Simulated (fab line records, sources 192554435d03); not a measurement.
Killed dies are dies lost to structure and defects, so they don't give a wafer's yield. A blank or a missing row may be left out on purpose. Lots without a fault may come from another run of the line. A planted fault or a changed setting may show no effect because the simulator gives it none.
Chamber matching | flow n5_finfet | N5_MOL_CONTACT_COAG_STRIP_72 on rie_diel-01: 4 sister chambers
The step strips in N2/H2. 24 wafers are shown with their chamber, then 12 later ones without.

WAFERS WITH THEIR CHAMBER
wafer  | chamber | showerhead_plenum_p_Torr (Torr) | throttle_valve_pct (%) | drypump_motor_current_A (A)
L074.1 | 2       | 2.44                            | 24.2                   | 6.6
L074.3 | 3       | 2.47                            | 22.9                   | 5.9
L074.6 | 3       | 2.47                            | 22.8                   | 5.9
L075.2 | 0       | 2.62                            | 23.8                   | 6.4
L075.4 | 1       | 2.49                            | 23.5                   | 5.8
L075.6 | 2       | 2.44                            | 24.3                   | 6.6
L081.1 | 1       | 2.49                            | 23.5                   | 5.8
L081.3 | 2       | 2.44                            | 24.2                   | 6.6
L081.4 | 3       | 2.46                            | 22.9                   | 6.0
L082.3 | 1       | 2.49                            | 23.6                   | 5.7
L082.4 | 3       | 2.46                            | 22.9                   | 5.9
L082.6 | 0       | 2.62                            | 23.8                   | 6.4
L083.2 | 2       | 2.43                            | 24.3                   | 6.6
L083.4 | 0       | 2.62                            | 23.8                   | 6.4
L083.6 | 1       | 2.49                            | 23.5                   | 5.8
L086.1 | 3       | 2.46                            | 22.9                   | 6.0
L086.5 | 0       | 2.61                            | 23.9                   | 6.5
L086.6 | 1       | 2.49                            | 23.6                   | 5.7
L088.1 | 0       | 2.61                            | 23.8                   | 6.4
L088.3 | 1       | 2.48                            | 23.5                   | 5.8
L088.6 | 0       | 2.61                            | 23.8                   | 6.5
L089.2 | 2       | 2.43                            | 24.3                   | 6.6
L089.3 | 1       | 2.48                            | 23.6                   | 5.8
L089.6 | 1       | 2.48                            | 23.5                   | 5.7

SIGNATURES (means of the wafers above)
reading                  | chamber 0 | chamber 1 | chamber 2 | chamber 3 | scatter within a chamber
showerhead_plenum_p_Torr | 2.6150    | 2.4863    | 2.4360    | 2.4640    | 0.00537
throttle_valve_pct       | 23.817    | 23.538    | 24.260    | 22.880    | 0.0485
drypump_motor_current_A  | 6.433     | 5.763     | 6.600     | 5.940     | 0.0469
Rule: a wafer's distance from a chamber is the root of the sum, over the readings, of the square of ((its reading less the chamber's mean) divided by the reading's scatter). The wafer belongs to the nearest chamber; if the next one is less than 2 further off, it can't be placed. The scatter: the root of (the sum of the squares of (reading less its chamber's mean) over the shown wafers, divided by (wafers less chambers)).

WAFERS WITHOUT THEIR CHAMBER
wafer  | showerhead_plenum_p_Torr (Torr) | throttle_valve_pct (%) | drypump_motor_current_A (A)
L090.3 | 2.61                            | 23.9                   | 6.4
L090.4 | 2.46                            | 22.9                   | 5.9
L090.5 | 2.61                            | 23.9                   | 6.5
L092.1 | 2.61                            | 23.8                   | 6.4
L092.2 | 2.43                            | 24.3                   | 6.6
L092.6 | 2.48                            | 23.6                   | 5.8
L094.1 | 2.48                            | 23.6                   | 5.7
L094.2 | 2.43                            | 24.3                   | 6.6
L094.5 | 2.43                            | 24.3                   | 6.5
L096.2 | 2.42                            | 24.3                   | 6.5
L096.4 | 2.60                            | 23.8                   | 6.4
L096.5 | 2.47                            | 23.6                   | 5.8

WHICH CHAMBER EACH WENT THROUGH
wafer  | from the rows above | in truth
L090.3 | 0                   | 0
L090.4 | 3                   | 3
L090.5 | 0                   | 0
L092.1 | 0                   | 0
L092.2 | 2                   | 2
L092.6 | 1                   | 1
L094.1 | 1                   | 1
L094.2 | 2                   | 2
L094.5 | 2                   | 2
L096.2 | 2                   | 2
L096.4 | 0                   | 0
L096.5 | 1                   | 1
Placed correctly: 12 of 12. Can't be placed from these rows: 0. Placed wrongly: 0.
